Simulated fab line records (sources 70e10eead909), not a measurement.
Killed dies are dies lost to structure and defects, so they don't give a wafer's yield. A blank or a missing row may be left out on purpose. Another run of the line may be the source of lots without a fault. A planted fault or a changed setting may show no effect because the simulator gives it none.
A struck lot beside a sound one	flow nand_harc	15 steps out of a route of 1159
Sound: these wafers, L682.4, L682.5, L682.6. Wafers struck: L680.1, L680.3, L680.5. At the end, the cause is stated.
At each step with rows: each side's tool, then ch and its chambers, then its first start. Under that, the readings that differ: sound wafers	struck wafers	difference of the means	sigmas: that difference in standard deviations of wafers without a fault.
alike: same words and numbers on both sides, and readings whose means sit less than 2 such deviations apart. not compared: any withheld reading, any reading some wafer has no value for, any bound like >300 that may hide the same value, and any number with overlapping values for which the record gives no deviation.
A row with sigmas, a row that says differs or no value, or rows on one side alone: a step with any of these is where the two part. When numbers do not overlap yet have no deviation, they are printed without sigmas and do not part them. Lack of a reading on every wafer of one side parts them only where that side has two or more wafers.

NHARC_P_M2_ETCH_15: etches the open film in C4F8/Ar, target depth 182.5 nm, time 91.2 s.
  sound on rie_diel-06 ch 2,3; struck on rie_diel-06 ch 0,1
reading	sound	struck	difference	sigmas
oes_product_au (a.u.)	0.926 0.912 0.928	0.958 0.974 0.980	+0.049	+2
  alike: rf_vpp_V
  not compared: rf_hours_counter_h
NHARC_P_M2_CD_MEAS_16:
  sound on cd_sem-02 at day 8 13:46; struck on cd_sem-03 at day 8 08:56
  alike: cd_nm
NHARC_P_M2_STRIP_18: strips in N2/H2.
  sound on rie_diel-06 ch 2,3, day 8 13:51; struck on rie_diel-06 ch 1,2, day 8 09:01
  alike: drypump_motor_current_A, h2_flow_sccm, oes_product_au, rf_vpp_V, showerhead_plenum_p_Torr, throttle_valve_pct
  not compared: rf_hours_counter_h
then, 2 steps without rows for these wafers: NHARC_P_M2_ETCH_28 (etches the open film in CF4/N2, target depth 30 nm, time 72.99 s); NHARC_P_M2_STRIP_19 (strips in post etch residue remover, time 600 s).
NHARC_P_M2_DEGAS_29: time 60 s.
  sound on pvd_sputter-02 at day 8 14:29; struck on pvd_sputter-03 at day 8 09:40
  alike: heater_power_w
then, 4 steps without rows for these wafers: NHARC_P_M2_PRE_CLEAN_30 (time 30 s); NHARC_P_M2_PVD_20 (deposits TaN, target thk 5 nm, time 8.06 s); NHARC_P_M2_PVD_21 (deposits Cu, target thk 30 nm, time 20.49 s); NHARC_P_M2_ECD_22 (material Cu, target thk 400 nm).
NHARC_P_M2_ANNEAL_31: time 90 s.
  sound on rtp_anneal-02 ch 0, day 8 15:22; struck on rtp_anneal-02 ch 0, day 8 10:23
  alike: wafer_temp_C_max
NHARC_P_M2_CMP_23: polishes, t overpolish 20 s, target thk 144.3 nm.
  sound on cmp-03 ch 0,2,3, day 8 15:36; struck on cmp-04 ch 1,2, day 8 10:44
  alike: motor_current_A, retaining_ring_pressure_frac, slurry_filter_dp_kPa, time_to_endpoint_s
NHARC_P_M2_THK_MEAS_24: measures by xrf.
  sound on film_metro-02 at day 8 15:52; struck on film_metro-01 at day 8 11:02
reading	sound	struck	difference	sigmas
thk_nm (nm)	144.5 144.3 142.4	149.2 150.4 146.2	+4.9	+4
following that, these wafers have no rows for 1 step: NHARC_P_M2_SRD_25.
NHARC_END_SORT_01:
  the record has rows for the sound wafers here (prober-02 ch 0, day 21 20:58) and none for the struck ones

WHERE THEY PART
Last at NHARC_END_SORT_01 as far as this record goes, first at NHARC_P_M2_ETCH_15.

WHY: what the simulator had put in
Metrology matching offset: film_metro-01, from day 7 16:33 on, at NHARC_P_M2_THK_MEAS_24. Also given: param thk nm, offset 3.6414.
